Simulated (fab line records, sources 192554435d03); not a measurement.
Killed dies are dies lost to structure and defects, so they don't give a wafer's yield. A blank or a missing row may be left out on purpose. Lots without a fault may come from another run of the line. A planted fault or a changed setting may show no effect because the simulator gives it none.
Split-lot experiment | flow n5_finfet | 7 lots, 21 wafers read, on a route of 1938 steps

THE SPLIT
At N5_BEOL_M6_ILD_DEP_00 (deposits SiCOH lowk from DEMS/porogen, target thk 179.75 nm, time 33.4 s), the setting time_s was moved away from the recipe's 33.4 s on 8 of the 21 wafers read, by -13.1% to +10.1%. The other wafers ran this setting at the recipe's value.

FROM THE SPLIT TO THE READING: what the file shows between them, 1 step
- N5_BEOL_M6_CURE_74: cures SiCOH lowk, time 240 s

THE READING
M6_ILD_THK, in nm, at N5_BEOL_M6_THK_MEAS_01. Fault-free wafers of this fab line usually give 154.3 nm, standard deviation 2.2 nm.

wafer  | tool, chamber at the split | time_s as run, s | against the recipe | M6_ILD_THK, nm | against lot-mates on the recipe
L078.2 | pecvd-02, 1                | 29.03            | -13.1%             | 130.9          | -22.8
L078.4 | pecvd-02, 0                | 33.4             | recipe             | 154.3          | -
L078.5 | pecvd-02, 1                | 33.4             | recipe             | 153.2          | -
L080.2 | pecvd-02, 2                | 35.93            | +7.6%              | 161.8          | +8.8
L080.3 | pecvd-02, 0                | 33.4             | recipe             | 153.0          | -
L080.6 | pecvd-02, 1                | 35.93            | +7.6%              | 164.2          | +11.2
L083.2 | pecvd-03, 0                | 33.4             | recipe             | 150.8          | -
L083.4 | pecvd-03, 2                | 33.4             | recipe             | 156.7          | -
L083.5 | pecvd-03, 1                | 33.4             | recipe             | 155.7          | -
L085.1 | pecvd-03, 1                | 33.4             | recipe             | 153.2          | -
L085.4 | pecvd-03, 0                | 33.4             | recipe             | 152.0          | -
L085.6 | pecvd-03, 2                | 36.76            | +10.1%             | 169.7          | +17.1
L086.4 | pecvd-03, 2                | 33.4             | recipe             | 158.7          | -
L086.5 | pecvd-03, 0                | 29.24            | -12.5%             | 137.7          | -21.0
L086.6 | pecvd-03, 1                | 29.24            | -12.5%             | 139.1          | -19.6
L091.3 | pecvd-04, 2                | 30.45            | -8.8%              | 138.4          | -16.9
L091.4 | pecvd-04, 2                | 30.45            | -8.8%              | 140.8          | -14.5
L091.6 | pecvd-04, 0                | 33.4             | recipe             | 155.3          | -
L095.1 | pecvd-03, 1                | 33.4             | recipe             | 154.0          | -
L095.2 | pecvd-03, 0                | 33.4             | recipe             | 149.2          | -
L095.3 | pecvd-03, 2                | 33.4             | recipe             | 151.9          | -

THE FIT
A straight line over all 21 wafers: M6_ILD_THK changes by +1.44 nm for each +1% of time_s; r = +0.96; the points scatter about the line by 2.6 nm.
The same after taking each lot's own level away (the mean of its wafers on the recipe; 21 wafers): +1.63 nm for each +1%; r = +0.99; scatter 1.7 nm.
On that fit, the largest move of time_s shifts the reading by 21 nm.
The lots' own levels span 151.70 to 158.70 nm, that is 3.2 times the standard deviation above.
So the lot-to-lot level changes the slope: the two fits differ.
Check: with one of the wafers moved furthest among these (-13.1%) left out of the fit, the line predicts -21.5 nm for it against its lot-mates. It came out at -22.8 nm against them.

OTHER SPLITS ON THESE WAFERS
These wafers also went through other splits before the reading. Each is held against what the fit with the lots' levels taken away leaves over:
other split on the same wafers  | wafers away from the commonest value | r with M6_ILD_THK (lot level and that fit taken away)
N5_BEOL_M4_EXPOSE_08 dose_mj    | 8                                    | +0.07
N5_BEOL_M4_EXPOSE_25 dose_mj    | 9                                    | -0.29
N5_BEOL_M4_ETCH_70 source_w     | 5                                    | -0.05
N5_BEOL_M5_VIA_ETCH_34 source_w | 7                                    | +0.02

THE WHOLE CHAIN: every reading that the file lists as answering this split, in the file's order
step                   | what it does                                                             | reading                                                                                  | change (the file's fit)              | r (the file's)
N5_BEOL_M6_ILD_DEP_00  | deposits SiCOH lowk from DEMS/porogen, target thk 179.75 nm, time 33.4 s | SiCOH_lowk_of_BEOL_M6_ILD_DEP_00.thk_nm (the simulator's own value, which no gauge read) | +1.92 nm for each +1% of the setting | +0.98
N5_BEOL_M6_CURE_74     | cures SiCOH lowk, time 240 s                                             | SiCOH_lowk_of_BEOL_M6_ILD_DEP_00.thk_nm (the simulator's own value, which no gauge read) | +1.66 nm for each +1% of the setting | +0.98
N5_BEOL_M6_THK_MEAS_01 |                                                                          | M6_ILD_THK                                                                               | +1.66 for each +1% of the setting    | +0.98

THE FILE'S OWN FIT
M6_ILD_THK changes by +1.66 nm for each +1% of time_s, r = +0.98.
